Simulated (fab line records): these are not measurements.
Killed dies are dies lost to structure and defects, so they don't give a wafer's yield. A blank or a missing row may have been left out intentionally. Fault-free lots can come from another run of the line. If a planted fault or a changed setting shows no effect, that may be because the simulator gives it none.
fab line records -- flow n5-finfet
record: lots: 6, wafers: 18, last-day: 19
route steps=1938 shown BEOL_M8@1399 BEOL_M9@1401
lots with no fault: from the same line, run without faults
start-h: hours from the record's first day to the start of the lot's first wafer shown -- wait-h: time in hours since the lot's previous step -- " as in the row above -- L1.1+2: a row that stands for several wafers -- - value missing, or start not given -- * or withheld: withheld -- < > ~ a bound
route shown NAME@n: NAME is a module with steps in the file, n the number in the route of the first one -- usual: mean/standard deviation taken from wafers without a fault -- same: alike in all rows -- chamber/n: place in a boat -- sites: per-site readings -- _std_site: standard deviation across them -- _edge_site: outer sites' mean less inner sites' -- radius-mm: for every site, how far away it sits from the centre of the wafer -- mask NAME#n: copy n -- behind: the last tool/chamber to shape the wafer -- hold: why the lot was held/for how many hours/how that ended -- device: names the non-switching transistor (n, p or np) -- end of line: tests run on the same wafers once the route is complete -- for a step that has no rows: nothing shown but its recipe -- killed: at the first sort, the dies lost to defects and structure; wafer yield is something else -- map: per-die view of a wafer (x killed, . not killed, _ where there is no die)
set.NAME: the setting the step ran with; set.NAME@STEP: the setting that earlier step ran with -- model.NAME: the simulator's own value behind a step, which no gauge read
certain route steps with their lots: each step a table, each wafer a row
services: when a tool's chamber went out of use (start-h, in hours from the record's first day, below 0 if earlier), for how many hours, and the reason
== steps ==
step: N5_BEOL_M8_RS_MEAS_57
recipe: thk-meas-gauge: four-point-probe, reads: Cu_of_BEOL_M8_ECD_50+Co_of_BEOL_M8_CVD_78+TaN_of_BEOL_M8_ALD_77
usual: M8_RS: 0.289/0.0087
lot.wafer,tool,chamber,start-h,wait-h,M8_RS[ohm/sq]
L501.3,film-metro-02,-,231.60,0.1,0.290
L501.4,film-metro-02,-,231.60,0.1,0.297
L501.5,film-metro-02,-,231.60,0.1,0.303
L509.1,film-metro-01,-,326.65,0.1,0.279
L509.4,film-metro-01,-,326.65,0.1,0.289
L509.5,film-metro-01,-,326.65,0.1,0.277
L510.2,film-metro-02,-,337.39,0.1,0.288
L510.5,film-metro-02,-,337.39,0.1,0.268
L510.6,film-metro-02,-,337.39,0.1,0.287
L516.1,film-metro-02,-,359.19,0.1,0.300
L516.3,film-metro-02,-,359.19,0.1,0.292
L516.5,film-metro-02,-,359.19,0.1,0.293
L520.2,film-metro-01,-,381.69,0.1,0.303
L520.5,film-metro-01,-,381.69,0.1,0.294
L520.6,film-metro-01,-,381.69,0.1,0.277
L523.2,film-metro-01,-,390.43,0.1,0.279
L523.3,film-metro-01,-,390.43,0.1,0.279
L523.4,film-metro-01,-,390.43,0.1,0.285
step: N5_BEOL_M8_INSPECT_58
recipe: inspect-instrument: darkfield, mode: post-dep
usual: raw-defect-count: 75/30
lot.wafer,tool,chamber,start-h,wait-h,raw-defect-count
L501.3,defect-inspect-02,-,231.63,0.0,83
L501.4,defect-inspect-02,-,231.63,0.0,73
L501.5,defect-inspect-02,-,231.63,0.0,85
L509.1,defect-inspect-01,-,326.67,0.0,62
L509.4,defect-inspect-01,-,326.67,0.0,91
L509.5,defect-inspect-01,-,326.67,0.0,99
L510.2,defect-inspect-02,-,337.42,0.0,77
L510.5,defect-inspect-02,-,337.42,0.0,77
L510.6,defect-inspect-02,-,337.42,0.0,72
L516.1,defect-inspect-02,-,359.21,0.0,102
L516.3,defect-inspect-02,-,359.21,0.0,80
L516.5,defect-inspect-02,-,359.21,0.0,81
L520.2,defect-inspect-02,-,381.71,0.0,57
L520.5,defect-inspect-02,-,381.71,0.0,55
L520.6,defect-inspect-02,-,381.71,0.0,79
L523.2,defect-inspect-02,-,390.46,0.0,61
L523.3,defect-inspect-02,-,390.46,0.0,111
L523.4,defect-inspect-02,-,390.46,0.0,49
step: N5_BEOL_M9_ILD_DEP_00
recipe: material: SiCOH_lowk, target-thk-a: 3085.1, temp-c: 300, precursor: DEMS/porogen, pressure-torr: 5, rf-w: 500, time-s: 58
usual: heater-power-w: 330/47, rf-fwd-power-W: 496.7/1.6, showerhead-plenum-p-Torr: 5.737/0.014, throttle-valve-pct: 13.7/0.79
lot.wafer,tool,chamber,start-h,wait-h,heater-power-w,rf-fwd-power-W,showerhead-plenum-p-Torr,throttle-valve-pct
L501.3,pecvd-03,2,231.66,0.0,248,496.8,5.742,13.1
L501.4,pecvd-03,1,231.66,0.0,343,495.8,5.754,14.0
L501.5,pecvd-03,2,231.66,0.0,257,496.0,5.743,12.8
L509.1,pecvd-01,0,326.71,0.0,343,498.9,5.726,13.9
L509.4,pecvd-01,0,326.71,0.0,272,499.3,5.712,13.7
L509.5,pecvd-01,2,326.71,0.0,292,494.8,5.733,13.5
L510.2,pecvd-03,0,337.46,0.0,321,495.9,5.730,14.2
L510.5,pecvd-03,2,337.46,0.0,264,495.2,5.773,13.1
L510.6,pecvd-03,1,337.46,0.0,359,494.9,5.763,14.1
L516.1,pecvd-04,0,359.25,0.0,375,496.6,5.722,13.8
L516.3,pecvd-04,0,359.25,0.0,400,493.7,5.723,13.7
L516.5,pecvd-04,1,359.25,0.0,405,496.6,5.762,15.4
L520.2,pecvd-03,1,381.75,0.0,353,493.3,5.735,13.9
L520.5,pecvd-03,0,381.75,0.0,312,497.2,5.733,14.2
L520.6,pecvd-03,1,381.75,0.0,351,492.9,5.746,13.8
L523.2,pecvd-01,1,390.49,0.0,385,495.5,5.743,12.5
L523.3,pecvd-01,0,390.49,0.0,310,496.7,5.717,13.7
L523.4,pecvd-01,1,390.49,0.0,390,495.4,5.738,12.6
step: N5_BEOL_M9_CURE_71
recipe: temp-c: 385, time-s: 240, ambient: He/Ar, material: SiCOH_lowk
usual: lamp-power-pct: 52.31/0.057, wafer_temp_C_max: 386.9/0.59
lot.wafer,tool,chamber,start-h,wait-h,lamp-power-pct,wafer_temp_C_max
L501.3,uv-cure-03,0,231.90,0.2,52.36,387.1
L501.4,uv-cure-03,0,231.90,0.2,52.32,387.1
L501.5,uv-cure-03,0,231.90,0.2,52.30,387.0
L509.1,uv-cure-01,0,326.90,0.2,52.44,386.8
L509.4,uv-cure-01,0,326.90,0.2,52.30,388.1
L509.5,uv-cure-01,0,326.90,0.2,52.39,387.5
L510.2,uv-cure-02,0,337.61,0.1,52.33,386.7
L510.5,uv-cure-02,0,337.61,0.1,52.22,386.6
L510.6,uv-cure-02,0,337.61,0.1,52.32,386.9
L516.1,uv-cure-02,0,359.36,0.1,52.28,385.7
L516.3,uv-cure-02,0,359.36,0.1,52.31,387.1
L516.5,uv-cure-02,0,359.36,0.1,52.35,385.7
L520.2,uv-cure-02,1,381.99,0.2,52.31,386.7
L520.5,uv-cure-02,1,381.99,0.2,52.28,386.6
L520.6,uv-cure-02,1,381.99,0.2,52.28,386.5
L523.2,uv-cure-03,1,390.68,0.2,52.27,387.1
L523.3,uv-cure-03,1,390.68,0.2,52.28,387.1
L523.4,uv-cure-03,1,390.68,0.2,52.26,386.7
step: N5_BEOL_M9_THK_MEAS_01
recipe: reads: SiCOH_lowk_of_BEOL_M9_ILD_DEP_00
usual: M9_ILD_THK: 269/3.4
lot.wafer,tool,chamber,start-h,wait-h,M9_ILD_THK[nm]
L501.3,film-metro-01,-,232.25,0.3,265
L501.4,film-metro-01,-,232.25,0.3,271
L501.5,film-metro-01,-,232.25,0.3,272
L509.1,film-metro-02,-,327.41,0.4,269
L509.4,film-metro-02,-,327.41,0.4,272
L509.5,film-metro-02,-,327.41,0.4,269
L510.2,film-metro-01,-,338.05,0.4,269
L510.5,film-metro-01,-,338.05,0.4,273
L510.6,film-metro-01,-,338.05,0.4,274
L516.1,film-metro-02,-,359.87,0.4,265
L516.3,film-metro-02,-,359.87,0.4,271
L516.5,film-metro-02,-,359.87,0.4,270
L520.2,film-metro-01,-,382.42,0.4,262
L520.5,film-metro-01,-,382.42,0.4,270
L520.6,film-metro-01,-,382.42,0.4,266
L523.2,film-metro-01,-,391.11,0.4,263
L523.3,film-metro-01,-,391.11,0.4,271
L523.4,film-metro-01,-,391.11,0.4,266
step: N5_BEOL_M9_PECVD_70
recipe: material: SiO2, target-thk-a: 200, temp-c: 400, precursor: TEOS/O2, pressure-torr: 5.5, rf-w: 450, teos-flow-sccm: 53.8, gas: O2, flow-sccm: 3000, time-s: 22.7
usual: heater-power-w: 765/99, rf-fwd-power-W: 445.6/1.8, showerhead-plenum-p-Torr: 8.79/0.057, throttle-valve-pct: 22.4/1.4
lot.wafer,tool,chamber,start-h,wait-h,heater-power-w,rf-fwd-power-W,showerhead-plenum-p-Torr,throttle-valve-pct
L501.3,pecvd-01,0,232.29,0.0,741,447.2,8.75,22.3
L501.4,pecvd-01,2,232.29,0.0,597,444.6,8.75,21.8
L501.5,pecvd-01,1,232.29,0.0,747,445.9,8.77,20.0
L509.1,pecvd-04,0,327.45,0.0,746,444.5,8.71,22.6
L509.4,pecvd-04,1,327.45,0.0,883,443.7,8.84,25.0
L509.5,pecvd-04,0,327.45,0.0,743,444.7,8.69,22.6
L510.2,pecvd-04,1,338.08,0.0,967,445.8,8.86,25.1
L510.5,pecvd-04,1,338.08,0.0,960,445.6,8.84,25.0
L510.6,pecvd-04,0,338.08,0.0,743,446.9,8.71,22.7
L516.1,pecvd-04,1,359.91,0.0,953,442.7,8.87,25.1
L516.3,pecvd-04,1,359.91,0.0,971,443.4,8.87,25.0
L516.5,pecvd-04,0,359.91,0.0,862,444.9,8.74,22.7
L520.2,pecvd-01,0,382.46,0.0,767,446.2,8.73,22.5
L520.5,pecvd-01,1,382.46,0.0,861,448.5,8.79,20.0
L520.6,pecvd-01,0,382.46,0.0,767,446.6,8.74,22.1
L523.2,pecvd-01,1,391.15,0.0,863,445.3,8.79,20.0
L523.3,pecvd-01,0,391.15,0.0,643,447.3,8.73,22.6
L523.4,pecvd-01,1,391.15,0.0,854,446.8,8.78,20.0
step: N5_BEOL_M9_HM_DEP_02
recipe: material: TiN, target-thk-a: 200, temp-c: 25, chamber-pressure-pa: 0.49996
usual: chamber-pressure-pa: 0.5001/0.0011, throttle-valve-pct: 30.2/0.75
lot.wafer,tool,chamber,start-h,wait-h,chamber-pressure-pa,throttle-valve-pct
L501.3,pvd-sputter-03,-,232.73,0.4,0.5007,30.7
L501.4,pvd-sputter-03,-,232.73,0.4,0.4984,29.6
L501.5,pvd-sputter-03,-,232.73,0.4,0.5012,31.1
L509.1,pvd-sputter-03,-,329.48,2.0,0.4991,30.2
L509.4,pvd-sputter-03,-,329.48,2.0,0.5004,31.0
L509.5,pvd-sputter-03,-,329.48,2.0,0.5007,29.6
L510.2,pvd-sputter-01,-,338.65,0.5,0.4990,29.7
L510.5,pvd-sputter-01,-,338.65,0.5,0.5009,29.4
L510.6,pvd-sputter-01,-,338.65,0.5,0.4992,29.5
L516.1,pvd-sputter-02,-,360.99,1.1,0.5014,30.6
L516.3,pvd-sputter-02,-,360.99,1.1,0.5013,31.3
L516.5,pvd-sputter-02,-,360.99,1.1,0.5000,30.5
L520.2,pvd-sputter-01,-,383.96,1.5,0.5005,31.1
L520.5,pvd-sputter-01,-,383.96,1.5,0.4992,31.2
L520.6,pvd-sputter-01,-,383.96,1.5,0.5000,29.1
L523.2,pvd-sputter-02,-,393.10,1.9,0.5005,30.7
L523.3,pvd-sputter-02,-,393.10,1.9,0.4993,30.2
L523.4,pvd-sputter-02,-,393.10,1.9,0.4998,29.2
step: N5_BEOL_M9_COAT_59
recipe: resist: SOC, temp-c: 250, time-s: 60, spin-rpm: 1500, resist-thk-nm: 100
step: N5_BEOL_M9_COAT_60
recipe: resist: SiARC, temp-c: 220, time-s: 60, spin-rpm: 1500, resist-thk-nm: 30
step: N5_BEOL_M9_COAT_05
recipe: resist: CAR-ArF, spin-rpm: 1500, resist-thk-nm: 90
step: N5_BEOL_M9_EBR_07
recipe: solvent: PGMEA, ebr-width-mm: 1.5
step: N5_BEOL_M9_SOFTBAKE_06
recipe: temp-c: 110, time-s: 60, resist: CAR-ArF
step: N5_BEOL_M9_EXPOSE_08
recipe: mask-id: M9, na: 1.35, source-shape: dipole, sigma-inner: 0.411, sigma-outer: 0.611, polarization: te, dose-mj: 53.75
usual: dipole-opening-deg: 40/0, exposure-dose-mJ-cm2: 53.70/0.053, na: 1.35/0, sigma-outer: 0.611/0
lot.wafer,tool,chamber,start-h,wait-h,mask,dipole-opening-deg,exposure-dose-mJ-cm2,na,sigma-outer
L501.3,arfi-scanner-03,0,232.98,-,M9#0,40,53.71,1.35,0.611
L501.4,arfi-scanner-03,0,232.98,-,M9#0,40,53.69,1.35,0.611
L501.5,arfi-scanner-03,0,232.98,-,M9#0,40,53.76,1.35,0.611
L509.1,arfi-scanner-02,-,329.73,-,M9#0,-,-,-,-
L509.4,arfi-scanner-02,-,329.73,-,M9#0,-,-,-,-
L509.5,arfi-scanner-02,-,329.73,-,M9#0,-,-,-,-
L510.2,arfi-scanner-02,-,338.90,-,M9#0,-,-,-,-
L510.5,arfi-scanner-02,-,338.90,-,M9#0,-,-,-,-
L510.6,arfi-scanner-02,-,338.90,-,M9#0,-,-,-,-
L516.1,arfi-scanner-03,0,361.36,-,M9#0,40,53.80,1.35,0.611
L516.3,arfi-scanner-03,0,361.36,-,M9#0,40,53.72,1.35,0.611
L516.5,arfi-scanner-03,0,361.36,-,M9#0,40,53.68,1.35,0.611
L520.2,arfi-scanner-01,0,384.21,-,M9#0,40,53.70,1.35,0.611
L520.5,arfi-scanner-01,0,384.21,-,M9#0,40,53.71,1.35,0.611
L520.6,arfi-scanner-01,0,384.21,-,M9#0,40,53.69,1.35,0.611
L523.2,arfi-scanner-02,0,393.48,-,M9#0,40,53.80,1.35,0.611
L523.3,arfi-scanner-02,0,393.48,-,M9#0,40,53.85,1.35,0.611
L523.4,arfi-scanner-02,0,393.48,-,M9#0,40,53.85,1.35,0.611
step: N5_BEOL_M9_PEB_09
recipe: peb-temp-c: withheld, peb-time-s: 60, resist: CAR-ArF
== services ==
tool,chamber,start-h,hours,kind
uv-cure-03,-,220.95,2.8,pm
arfi-scanner-02,-,222.48,1.0,pm
uv-cure-03,-,225.69,0.9,repair
pvd-sputter-01,-,237.91,1.1,repair
arfi-scanner-02,-,249.36,1.3,pm
arfi-scanner-03,-,251.37,0.5,repair
arfi-scanner-02,-,251.98,1.0,pm
arfi-scanner-03,-,257.34,1.3,pm
arfi-scanner-03,-,265.05,0.8,pm
arfi-scanner-03,-,268.48,1.0,pm
pecvd-01,1,274.17,12.3,repair
pecvd-01,-,275.27,0.9,repair
uv-cure-02,-,281.24,7.5,pm
pecvd-03,-,286.12,14.6,pm
pecvd-04,2,287.69,4.1,repair
pecvd-04,-,289.55,6.0,pm
arfi-scanner-02,-,309.42,4.9,pm
arfi-scanner-02,-,318.15,0.8,pm
pecvd-04,2,331.11,30.4,repair
arfi-scanner-02,-,331.55,5.4,repair
arfi-scanner-02,-,359.77,3.9,pm
uv-cure-02,-,373.16,0.4,repair
arfi-scanner-02,-,374.86,1.3,pm
arfi-scanner-02,-,391.46,1.0,pm
== key ==
first-sign: step: N5_BEOL_M9_EXPOSE_08, reading: tool-record, direction: missing
effect none on later readings
met-at N5_BEOL_M9_EXPOSE_08
struck-wafers L509.1,L509.4,L509.5,L510.2,L510.5,L510.6
later-rows-left-out L509.1,L509.4,L509.5,L510.2,L510.5,L510.6
sort-left-out L509.1,L509.4,L509.5,L510.2,L510.5,L510.6
fault: kind: skipped-step-whole, tool: arfi-scanner-02, chamber: -, onset-h: 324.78, steps: N5_BEOL_M9_EXPOSE_08, scope: struck-lots-only
sort-left-out: the simulated sort isn't trusted on such a fault, so these wafers' sort isn't shown, and their yield isn't known
later-rows-left-out: the simulator's readings of these wafers behind a module that went badly wrong aren't trusted and aren't shown, but for the sort
